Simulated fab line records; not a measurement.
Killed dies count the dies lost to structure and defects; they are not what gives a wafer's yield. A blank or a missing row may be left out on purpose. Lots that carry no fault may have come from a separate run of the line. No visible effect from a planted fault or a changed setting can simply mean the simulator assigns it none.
Which tool was responsible? ; flow nandHarc ; 14 lots, 42 wafers sampled, at 5 steps of a route of 1159

## WHAT THE GAUGES SHOWED, per wafer
NHARC_A_M0_THK_MEAS_24: measures by xrf. Usual: thkNm reads 113.8 nm (standard deviation 1.6).
lot;measured;on;thkNm (nm);flag
L213;day 17 22:44;filmMetro-02;111.5 114.9 113.6;
L214;day 17 22:07;filmMetro-02;112.8 115.6 115.2;
L216;day 17 23:06;filmMetro-02;114.1 113.8 112.1;
L215;day 17 22:57;filmMetro-01;114.0 114.8 112.3;
L217;day 18 08:58;filmMetro-02;112.7 111.9 113.5;
L218;day 18 08:17;filmMetro-02;114.4 114.0 113.3;
L219;day 19 12:35;filmMetro-02;114.7 115.3 114.5;
L220;day 19 11:52;filmMetro-02;114.2 115.0 114.4;
L221;day 20 11:47;filmMetro-01;113.0 114.2 113.9;
L223;day 20 11:22;filmMetro-01;112.7 114.8 113.6;
L224;day 19 23:52;filmMetro-02;116.1 117.2 117.2;
L234;day 23 05:47;filmMetro-02;113.5 112.2 113.7;
L235;day 22 23:25;filmMetro-01;112.2 112.8 115.6;
L236;day 23 16:12;filmMetro-02;116.0 113.7 114.7;

NHARC_A_M1_THK_MEAS_24: measures by xrf. Usual: thkNm reads 154.0 nm (standard deviation 1.5).
lot;measured;on;thkNm (nm);flag
L213;day 18 02:56;filmMetro-02;156.0 155.1 153.8;
L214;day 18 02:26;filmMetro-01;153.5 150.9 153.9;
L216;day 18 03:35;filmMetro-01;152.2 155.6 155.2;
L215;day 18 03:13;filmMetro-02;154.3 154.0 156.9;
L217;day 18 13:07;filmMetro-02;153.4 153.7 155.3;
L218;day 18 12:26;filmMetro-01;155.4 155.8 152.9;
L219;day 19 16:47;filmMetro-01;156.7 155.4 153.6;
L220;day 19 15:56;filmMetro-01;152.4 153.7 153.6;
L221;day 20 16:04;filmMetro-01;154.4 156.4 151.3;
L223;day 20 15:46;filmMetro-02;155.4 154.5 153.3;
L224;day 20 04:05;filmMetro-01;154.2 156.5 153.0;
L234;day 23 09:50;filmMetro-01;154.5 154.5 152.3;
L235;day 23 03:52;filmMetro-01;154.1 155.1 154.0;
L236;day 23 20:35;filmMetro-01;151.9 152.4 153.8;

NHARC_END_SORT_01. Usual: killedAtArray 26, standard deviation 11; killedAtOther 0.4, standard deviation 0.78; killedAtPeriphery 3.4, standard deviation 2.4; killedDies 29, standard deviation 11; killedOpen 3.1, standard deviation 1.9; killedShort 1.9, standard deviation 1.4.
lot;measured;on;killedAtArray;killedAtOther;killedAtPeriphery;killedDies;killedOpen;killedShort;flag
L220;day 23 08:41;prober-02;66 82 56;0 0 0;2 0 1;68 82 57;3 5 1;3 1 0;OFF
L224;day 23 10:12;prober-01;73 56 71;0 1 0;0 7 1;73 64 72;4 3 2;2 1 3;OFF

## WHAT TOOL EACH LOT RAN ON (gives the tool, then ch and the chambers of the sampled wafers, and finally the start)
lot;NHARC_A_ONON_D1_DEP_00;NHARC_A_M0_PRE_CLEAN_29
L213;pecvdOnon-02 ch 0, day 7 15:27;pvdSputter-02, day 17 22:44 or earlier
L214;pecvdOnon-01 ch 0, day 7 15:32;pvdSputter-03, day 17 22:07 or earlier
L216;pecvdOnon-01 ch 0, day 8 02:04;pvdSputter-01, day 17 23:06 or earlier
L215;pecvdOnon-02 ch 0, day 8 02:20;pvdSputter-03, day 17 22:57 or earlier
L217;pecvdOnon-01 ch 0, day 8 11:52;pvdSputter-03, day 18 08:58 or earlier
L218;pecvdOnon-02 ch 0, day 8 17:35;pvdSputter-03, day 18 08:17 or earlier
L219;pecvdOnon-02 ch 0, day 9 01:07;pvdSputter-03, day 19 12:35 or earlier
L220;pecvdOnon-02 ch 0, day 9 05:14;pvdSputter-03, day 19 11:52 or earlier
L221;pecvdOnon-01 ch 0, day 9 23:16;pvdSputter-03, day 20 11:47 or earlier
L223;pecvdOnon-01 ch 0, day 10 11:35;pvdSputter-02, day 20 11:22 or earlier
L224;pecvdOnon-02 ch 0, day 10 11:36;pvdSputter-02, day 19 23:52 or earlier
L234;pecvdOnon-03 ch 0, day 12 15:18;pvdSputter-03, day 23 05:47 or earlier
L235;pecvdOnon-02 ch 0, day 13 00:43;pvdSputter-03, day 22 23:25 or earlier
L236;pecvdOnon-03 ch 0, day 13 13:21;pvdSputter-01, day 23 16:12 or earlier
- NHARC_A_ONON_D1_DEP_00: target thk 1000 nm.
- NHARC_A_M0_PRE_CLEAN_29: time 30 s.

## AS READ BY THE TOOLS THEMSELVES (means over the sampled wafers that have a number; for cases with no such wafer, the mark the record gives instead)
NHARC_A_M0_PRE_CLEAN_29. Usual: heaterPowerW reads 399 W (standard deviation 44).
lot;tool;heaterPowerW (W);flag
L213;pvdSputter-02;404;
L214;pvdSputter-03;383;
L216;pvdSputter-01;460;
L215;pvdSputter-03;344;
L217;pvdSputter-03;384;
L218;pvdSputter-03;378;
L219;pvdSputter-03;409;
L220;pvdSputter-03;379;
L221;pvdSputter-03;384;
L223;pvdSputter-02;406;
L224;pvdSputter-02;405;
L234;pvdSputter-03;380;
L235;pvdSputter-03;390;
L236;pvdSputter-01;454;

## THE ANSWER, worked out from the rows above alone
Rule: a lot counts as off when the mean over its wafers that have a number is more than 3 standard deviations away from the usual mean. Also off: a lot with no number at a reading for which 4 or more lots have one. Any other lot the step has rows for is counted as sound. First the gauges in route order, then the tools' own readings, where a lot's mean is used as printed above. At the first step where some lot is off, the reading lying furthest off is the one used; lots without a number count as furthest.
Off: L220, L224 (NHARC_END_SORT_01, killedAtArray). Neither off nor sound, because the step has no rows for them: L213, L214, L216, L215, L217, L218, L219, L221, L223, L234, L235, L236.
A tool fits if, at a process step before that reading, it ran every lot that is off, and no sound lot after the first of them. The gauges at NHARC_END_SORT_01 are tried like those tools. NHARC_A_M0_PRE_CLEAN_29: start missing for some lots; hours and lot order therefore follow NHARC_A_M0_THK_MEAS_24. One fits: pecvdOnon-02 at NHARC_A_ONON_D1_DEP_00. It ran no sound lot before its first lot that is off in this sample, so the start can't be narrowed down.

## WHAT HAD BEEN PUT IN BY THE SIMULATOR
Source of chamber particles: pecvdOnon-02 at NHARC_A_ONON_D1_DEP_00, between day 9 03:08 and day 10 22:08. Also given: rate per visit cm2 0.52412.
Lots struck among those shown: L220, L224. This agrees with what the rule above found.
